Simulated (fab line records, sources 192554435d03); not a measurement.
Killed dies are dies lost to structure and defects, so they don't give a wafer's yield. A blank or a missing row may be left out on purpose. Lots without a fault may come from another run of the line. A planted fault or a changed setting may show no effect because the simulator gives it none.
Which tool did it? | flow n5_finfet | 12 lots, 36 wafers sampled, at 1 step of a route of 1938

WHAT THE GAUGES READ, wafer by wafer
N5_BEOL_M0_SAQP_OVL_MEAS_41.
lot  | measured     | on         | M0_CUT1_OVL (nm)
L075 | day 5 22:37  | overlay-01 | -2.2 -1.4 -1.9
L077 | day 6 12:33  | overlay-02 | -1.3 0.7 -1.3
L079 | day 7 02:25  | overlay-01 | 0.1 -1.3 -0.8
L081 | day 7 14:40  | overlay-02 | -0.2 0.3 -0.5
L083 | day 7 23:37  | overlay-02 | -0.5 0.2 0.3
L085 | day 8 13:28  | overlay-02 | -0.1 0.1 0.6
L087 | day 9 02:29  | overlay-01 | 0.4 -0.8 -0.9
L089 | day 9 15:07  | overlay-02 | -1.8 -1.7 -1.5
L091 | day 10 00:05 | overlay-02 | -1.2 -1.9 -0.1
L093 | day 10 09:33 | overlay-02 | -0.5 -0.2 -0.9
L095 | day 10 23:38 | overlay-01 | -1.1 -0.7 0.0
L097 | day 11 07:00 | overlay-01 | -0.5 -1.2 -1.1

WHICH TOOL RAN EACH LOT (tool, then ch and the chambers of the sampled wafers, then the start)
The record holds no process step before these readings.

THE ANSWER, worked out from the rows above alone
Rule: what is usual is taken from the lots themselves. Put in order of their means at a reading, lots are off if they are a third of the lots or fewer, leave a main group of 4 or more, and stand apart from it by a gap of 3 or more times the standard deviation of the main group's means; of several such gaps the widest counts. A main group whose means are all the same, to the digits that the tables above print for the reading, isn't used. A lot without any number at a reading at which 4 lots or more have one is off too. The other lots that the step has rows for count as sound.
No lot is off at any reading shown: from this, nothing can be told.

WHAT THE SIMULATOR HAD PUT IN
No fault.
